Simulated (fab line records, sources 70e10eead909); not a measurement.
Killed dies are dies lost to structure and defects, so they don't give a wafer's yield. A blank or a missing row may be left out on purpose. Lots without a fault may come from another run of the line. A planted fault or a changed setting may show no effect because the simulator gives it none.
Which tool did it? | flow nand_harc | 12 lots, 36 wafers sampled, at 4 steps of a route of 1159

WHAT THE GAUGES READ, wafer by wafer
NHARC_P_CONTACT_INSPECT_27.
lot  | measured     | on                | raw_defect_count
L075 | day 5 17:43  | defect_inspect-02 | 309 325 220
L076 | day 6 10:44  | defect_inspect-01 | 332 223 251
L080 | day 6 23:50  | defect_inspect-02 | 285 389 327
L081 | day 7 14:26  | defect_inspect-01 | 153 359 180
L083 | day 8 04:07  | defect_inspect-01 | 231 308 122
L085 | day 8 12:32  | defect_inspect-01 | 369 191 187
L087 | day 9 07:58  | defect_inspect-01 | 187 142 161
L088 | day 9 14:47  | defect_inspect-01 | 354 178 454
L091 | day 9 23:39  | defect_inspect-01 | 131 94 193
L093 | day 10 20:56 | defect_inspect-01 | 354 478 428
L095 | day 11 00:31 | defect_inspect-01 | 123 339 179
L097 | day 11 11:02 | defect_inspect-01 | 325 199 255

WHICH TOOL RAN EACH LOT (tool, then ch and the chambers of the sampled wafers, then the start)
lot  | NHARC_P_GATE_STRIP_101             | NHARC_P_GATE_RTA_64              | NHARC_P_CONTACT_ETCH_35
L075 | rie_diel-09 ch 0,2, day 5 04:22    | rtp_anneal-01 ch 0, day 5 11:30  | rie_diel-06 ch 0,1,2, day 5 14:36
L076 | rie_diel-02 ch 0,1,2, day 5 21:32  | rtp_anneal-02 ch 0, day 6 03:44  | rie_diel-06 ch 1,2,3, day 6 06:54
L080 | rie_diel-09 ch 0,1,3, day 6 08:50  | rtp_anneal-01 ch 0, day 6 15:00  | rie_diel-08 ch 0,2,3, day 6 18:08
L081 | rie_diel-07 ch 0,1,2, day 7 01:43  | rtp_anneal-01 ch 0, day 7 08:13  | rie_diel-12 ch 0,2,3, day 7 11:23
L083 | rie_diel-09 ch 0,2,3, day 7 15:36  | rtp_anneal-02 ch 0, day 7 21:50  | rie_diel-08 ch 1,2,3, day 8 01:03
L085 | rie_diel-09 ch 0,1,2, day 7 20:53  | rtp_anneal-01 ch 0, day 8 03:12  | rie_diel-06 ch 0,1, day 8 06:23
L087 | rie_diel-07 ch 1,3, day 8 11:45    | rtp_anneal-02 ch 0, day 8 19:03  | rie_diel-08 ch 2,3, day 8 22:02
L088 | rie_diel-09 ch 0,2,3, day 8 20:02  | rtp_anneal-02 ch 0, day 9 02:29  | rie_diel-06 ch 0,1, day 9 05:38
L091 | rie_diel-07 ch 0,1,2, day 9 04:49  | rtp_anneal-02 ch 0, day 9 11:11  | rie_diel-08 ch 1,2,3, day 9 14:38
L093 | rie_diel-09 ch 0,3, day 10 06:04   | rtp_anneal-01 ch 0, day 10 12:17 | rie_diel-12 ch 0,2, day 10 16:01
L095 | rie_diel-09 ch 0,2,3, day 10 12:14 | rtp_anneal-01 ch 0, day 10 18:13 | rie_diel-08 ch 0,1,2, day 10 21:25
L097 | rie_diel-09 ch 1,3, day 10 22:30   | rtp_anneal-01 ch 0, day 11 04:55 | rie_diel-08 ch 1,2, day 11 08:03
- NHARC_P_GATE_STRIP_101: strips in O2, time 20 s.
- NHARC_P_GATE_RTA_64: time 1 s.
- NHARC_P_CONTACT_ETCH_35: etches the open film in CF4, target depth 39 nm, time 65 s.

THE ANSWER, worked out from the rows above alone
Rule: what is usual is taken from the lots themselves. Put in order of their means at a reading, lots are off if they are a third of the lots or fewer, leave a main group of 4 or more, and stand apart from it by a gap of 3 or more times the standard deviation of the main group's means; of several such gaps the widest counts. A main group whose means are all the same, to the digits that the tables above print for the reading, isn't used. A lot without any number at a reading at which 4 lots or more have one is off too. The other lots that the step has rows for count as sound.
No lot is off at any reading shown: from this, nothing can be told.

WHAT THE SIMULATOR HAD PUT IN
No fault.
